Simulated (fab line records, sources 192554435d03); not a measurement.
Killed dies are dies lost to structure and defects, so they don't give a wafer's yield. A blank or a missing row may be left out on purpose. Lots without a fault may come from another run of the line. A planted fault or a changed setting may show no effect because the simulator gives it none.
fab line records | flow n5_finfet | part 2 of 2: steps 20 to 27 of 27
record lots=5 wafers=15 last_day=17
route steps=1938 shown MOL_CONTACT_COAG@616 BEOL_M0_SAQP@632
lots that met no fault: from a run of the same line without faults
start_h: hours from the record's first day to the start of the lot's first wafer shown | wait_h: hours since the lot's step before | " the same as in the row above | L1.1+2: a row that stands for several wafers | - no value, or no start given | * or withheld: withheld | < > ~ a bound
route shown NAME@n: a module of which the file shows steps, and the number in the route of the first | usual: mean/standard deviation of fault-free wafers | same: alike in all rows | chamber/n: place in a boat | sites: the reading at each site | _std_site: their standard deviation | _edge_site: outer sites' mean less inner sites' | radius_mm: how far each site lies from the wafer's centre | mask NAME#n: copy n | behind: the tool/chamber that last shaped the wafer | hold: why the lot was held/for how many hours/how that ended | device: the transistor (n, p or np) that didn't switch | end of line: the same wafers' tests at the end of the route | a step without rows: its recipe alone | killed: dies lost to structure and defects at the first sort, not the wafer's yield | map: a wafer's dies, x killed, . not, _ none there
set.NAME: the setting as run; set.NAME@STEP: as run at that earlier step | model.NAME: the simulator's own value behind a step, which no gauge read
lots at some steps of the route; a table a step, a row a wafer
services: from which hour (start_h, from the record's first day; less than 0 if before it) a tool's chamber was out of use, for how many hours, and why
## steps
# step N5_BEOL_M0_SAQP_PECVD_96
# recipe material=a-Si target_thk_a=450 temp_c=350 precursor=SiH4/He pressure_torr=3 rf_w=100 time_s=45.2
# usual heater_power_outer_w=384/34 heater_power_w=655/57 rf_fwd_power_W=98.9/0.38 showerhead_plenum_p_Torr=5.65/0.049 susceptor_temp_C=349.99/0.22 throttle_valve_pct=18.2/1.2
# same time_s=45.2
# columns lot.wafer tool chamber start_h wait_h heater_power_outer_w heater_power_w rf_fwd_power_W showerhead_plenum_p_Torr susceptor_temp_C throttle_valve_pct
L075.2 pecvd-01 1 109.20 0.0 426 736 98.8 5.74 349.91 18.5
L075.4 " 1 " " 429 694 98.6 5.71 349.83 18.5
L075.5 " 1 " " 430 729 98.7 5.71 349.75 18.4
L080.1 pecvd-01 0 150.95 0.0 423 672 99.3 5.59 349.97 19.3
L080.4 " 0 " " 433 673 99.0 5.57 349.98 19.2
L080.6 " 1 " " 393 683 98.3 5.72 350.22 18.8
L083.1 pecvd-03 0 162.45 0.0 403 693 98.6 5.66 349.85 17.8
L083.5 " 2 " " 418 679 99.0 5.60 349.86 16.6
L083.6 " 0 " " 401 700 98.9 5.68 349.82 17.8
L084.1 pecvd-04 0 168.90 0.0 383 728 99.1 5.64 350.11 17.5
L084.3 " 2 " " 380 642 98.8 5.65 350.13 16.8
L084.6 " 2 " " 387 654 98.5 5.66 349.70 16.8
L085.4 pecvd-04 2 170.04 0.0 320 572 98.8 5.66 349.89 16.9
L085.5 " 0 " " 348 680 98.9 5.63 350.00 17.6
L085.6 " 1 " " 389 656 99.2 5.69 349.95 20.4
# step N5_BEOL_M0_SAQP_PECVD_97
# recipe material=SiNx target_thk_a=230 temp_c=350 precursor=SiH4/NH3/N2 pressure_torr=1.5 rf_w=300 time_s=19.9
# usual heater_power_outer_w=331/36 heater_power_w=582/60 rf_fwd_power_W=296.3/1.3 showerhead_plenum_p_Torr=5.12/0.064 susceptor_temp_C=350.05/0.19 throttle_valve_pct=39.9/2.6
# same time_s=19.9
# columns lot.wafer tool chamber start_h wait_h heater_power_outer_w heater_power_w rf_fwd_power_W showerhead_plenum_p_Torr susceptor_temp_C throttle_valve_pct
L075.2 pecvd-01 1 109.27 0.0 387 646 294.4 5.23 350.24 40.7
L075.4 " 1 " " 385 660 294.2 5.22 350.08 41.2
L075.5 " 1 " " 379 674 295.1 5.22 350.19 41.0
L080.1 pecvd-01 0 150.99 0.0 338 553 296.7 5.03 349.64 42.3
L080.4 " 0 " " 348 556 295.4 5.02 349.72 42.2
L080.6 " 1 " " 374 636 294.8 5.22 350.43 40.9
L083.1 pecvd-03 0 162.50 0.0 328 576 294.3 5.16 350.16 39.2
L083.5 " 2 " " 375 650 295.9 5.06 350.27 36.7
L083.6 " 0 " " 321 588 294.9 5.15 350.16 39.1
L084.1 pecvd-04 0 168.95 0.0 366 693 298.2 5.10 350.17 38.6
L084.3 " 2 " " 257 477 297.7 5.14 350.23 36.8
L084.6 " 2 " " 256 465 298.3 5.14 350.26 36.8
L085.4 pecvd-04 2 170.08 0.0 325 583 296.5 5.13 350.38 36.7
L085.5 " 0 " " 325 634 297.4 5.11 350.01 38.9
L085.6 " 1 " " 329 584 297.1 5.18 349.99 44.7
# step N5_BEOL_M0_SAQP_PECVD_04
# recipe material=a-Si target_thk_a=600 temp_c=350 precursor=SiH4/He pressure_torr=3 rf_w=100 time_s=60.2
# usual heater_power_outer_w=382/31 heater_power_w=652/52 rf_fwd_power_W=99.2/0.4 showerhead_plenum_p_Torr=5.65/0.048 susceptor_temp_C=350.02/0.21 throttle_valve_pct=18.2/1.2
# same time_s=60.2
# columns lot.wafer tool chamber start_h wait_h heater_power_outer_w heater_power_w rf_fwd_power_W showerhead_plenum_p_Torr susceptor_temp_C throttle_valve_pct
L075.2 pecvd-01 1 109.33 0.0 437 732 98.5 5.72 349.57 18.6
L075.4 " 1 " " 438 734 99.5 5.73 350.23 18.5
L075.5 " 1 " " 451 736 98.9 5.72 349.80 18.6
L080.1 pecvd-01 0 151.03 0.0 389 638 98.9 5.58 350.05 19.3
L080.4 " 0 " " 398 628 99.6 5.57 350.28 19.3
L080.6 " 1 " " 425 730 99.2 5.71 350.07 18.5
L083.1 pecvd-03 0 162.53 0.0 368 639 98.6 5.67 349.91 17.6
L083.5 " 2 " " 409 697 99.1 5.60 350.03 16.7
L083.6 " 0 " " 362 645 98.6 5.67 350.21 17.6
L084.1 pecvd-04 0 168.99 0.0 351 673 99.4 5.65 350.25 17.7
L084.3 " 2 " " 386 640 99.2 5.68 349.98 16.7
L084.6 " 2 " " 308 564 99.0 5.66 349.74 16.6
L085.4 pecvd-04 2 170.13 0.0 382 633 98.6 5.67 349.82 16.7
L085.5 " 0 " " 384 712 99.2 5.64 350.09 17.8
L085.6 " 1 " " 325 583 99.6 5.70 349.51 20.2
# step N5_BEOL_M0_SAQP_THK_MEAS_05
# usual thk_nm=60.2/0.85
# columns lot.wafer tool chamber start_h wait_h thk_nm
L075.2 film_metro-01 - 109.46 0.1 60.5
L075.4 " - " " 61.2
L075.5 " - " " 61.1
L080.1 film_metro-02 - 151.13 0.1 59.8
L080.4 " - " " 61.4
L080.6 " - " " 60.6
L083.1 film_metro-01 - 162.63 0.1 59.4
L083.5 " - " " 60.7
L083.6 " - " " 61.2
L084.1 film_metro-02 - 169.08 0.1 59.5
L084.3 " - " " 58.7
L084.6 " - " " 60.2
L085.4 film_metro-02 - 170.20 0.0 61.0
L085.5 " - " " 60.4
L085.6 " - " " 61.3
# step N5_BEOL_M0_SAQP_HM_DEP_111
# recipe material=SiO2 target_thk_a=120 temp_c=400 precursor=SiH4/N2O pressure_torr=0.75 rf_w=275 time_s=7.2
# usual heater_power_outer_w=496/42 heater_power_w=816/64 rf_fwd_power_W=272.3/1.1 showerhead_plenum_p_Torr=8.09/0.14 susceptor_temp_C=400.03/0.24
# same time_s=7.2
# columns lot.wafer tool chamber start_h wait_h heater_power_outer_w heater_power_w rf_fwd_power_W showerhead_plenum_p_Torr susceptor_temp_C
L075.2 pecvd-03 0 109.49 0.0 499 834 272.5 8.16 400.12
L075.4 " 0 " " 501 861 271.5 8.15 399.62
L075.5 " 1 " " 500 766 272.9 8.18 400.08
L080.1 pecvd-03 2 151.17 0.0 525 821 272.2 7.95 400.03
L080.4 " 0 " " 500 824 271.7 8.16 399.91
L080.6 " 2 " " 495 849 271.7 7.96 399.75
L083.1 pecvd-01 1 162.67 0.0 563 913 272.0 8.29 399.92
L083.5 " 1 " " 570 916 270.7 8.32 399.76
L083.6 " 2 " " 435 776 271.5 7.89 400.30
L084.1 pecvd-03 2 169.12 0.0 560 899 271.8 7.96 399.75
L084.3 " 0 " " 510 834 272.0 8.18 399.68
L084.6 " 2 " " 553 893 271.4 7.96 399.88
L085.4 pecvd-01 0 170.26 0.1 468 702 273.0 7.91 400.07
L085.5 " 1 " " 504 848 271.7 8.30 399.86
L085.6 " 0 " " 456 707 272.7 7.90 400.09
# step N5_BEOL_M0_SAQP_COAT_81
# recipe resist=SOC temp_c=250 time_s=60 spin_rpm=1500 resist_thk_nm=100
# usual chill_plate_temp_C=22.98/0.11
# same time_s=60
# columns lot.wafer tool chamber start_h wait_h chill_plate_temp_C
L075.2 litho_track-05 0 109.57 0.1 22.78
L075.4 " 0 " " 22.68
L075.5 " 0 " " 22.85
L080.1 litho_track-04 0 151.24 0.1 22.88
L080.4 " 0 " " 23.05
L080.6 " 0 " " 22.98
L083.1 litho_track-03 0 162.74 0.1 22.96
L083.5 " 0 " " 22.90
L083.6 " 0 " " 22.94
L084.1 litho_track-03 0 169.19 0.1 23.12
L084.3 " 0 " " 22.98
L084.6 " 0 " " 22.79
L085.4 litho_track-05 0 170.34 0.1 22.86
L085.5 " 0 " " 22.91
L085.6 " 0 " " 22.79
# step N5_BEOL_M0_SAQP_COAT_82
# recipe resist=SiARC temp_c=220 time_s=60 spin_rpm=1500 resist_thk_nm=30
# usual chill_plate_temp_C=23.01/0.11
# same time_s=60
# columns lot.wafer tool chamber start_h wait_h chill_plate_temp_C
L075.2 litho_track-05 0 - - 22.93
L075.4 " 0 " " 23.13
L075.5 " 0 " " 22.97
L080.1 litho_track-04 0 - - 23.25
L080.4 " 0 " " 22.99
L080.6 " 0 " " 23.08
L083.1 litho_track-03 0 - - 22.93
L083.5 " 0 " " 22.98
L083.6 " 0 " " 22.95
L084.1 litho_track-03 0 - - 22.78
L084.3 " 0 " " 23.01
L084.6 " 0 " " 22.73
L085.4 litho_track-05 0 - - 22.98
L085.5 " 0 " " 22.91
L085.6 " 0 " " 23.09
# step N5_BEOL_M0_SAQP_COAT_08
# recipe resist=CAR-ArF spin_rpm=1500 resist_thk_nm=90
# usual chill_plate_temp_C=23.01/0.11
# columns lot.wafer tool chamber start_h wait_h chill_plate_temp_C
L075.2 litho_track-05 0 - - 22.97
L075.4 " 0 " " 22.96
L075.5 " 0 " " 22.99
L080.1 litho_track-04 0 - - 22.99
L080.4 " 0 " " 23.11
L080.6 " 0 " " 23.09
L083.1 litho_track-03 0 - - 23.08
L083.5 " 0 " " 22.95
L083.6 " 0 " " 22.95
L084.1 litho_track-03 0 - - 23.03
L084.3 " 0 " " 23.06
L084.6 " 0 " " 23.05
L085.4 litho_track-05 0 - - 22.97
L085.5 " 0 " " 22.81
L085.6 " 0 " " 23.02
## services
# columns tool chamber start_h hours kind
pvd_sputter-02 - 86.23 5.7 repair
cvd_w-01 - 92.03 6.9 pm
cmp-02 - 94.13 2.5 repair
cvd_w-01 - 98.93 2.8 pm
pecvd-01 0 99.05 20.3 repair
pvd_sputter-01 - 102.01 15.5 repair
plasma_asher-01 - 106.04 2.8 pm
pvd_sputter-03 - 106.97 1.1 repair
rie_diel-01 1 110.94 3.2 repair
plasma_asher-02 - 115.22 13.2 repair
pvd_sputter-02 - 118.55 0.5 repair
pecvd-01 0 119.40 5.5 scheduled_down
cmp-04 - 122.74 6.0 pm
rie_diel-01 - 123.84 1.0 repair
pecvd-04 - 127.98 6.0 pm
pvd_sputter-03 - 135.19 3.9 repair
wet_bench-06 - 141.04 3.0 repair
pecvd-04 2 142.11 4.0 repair
cmp-02 - 145.23 0.3 repair
pvd_sputter-01 - 147.54 3.7 repair
rie_diel-01 - 147.93 0.5 repair
cmp-02 - 160.85 4.0 pm
cmp-04 - 168.36 0.7 repair
pecvd-01 2 169.92 2.1 scheduled_down
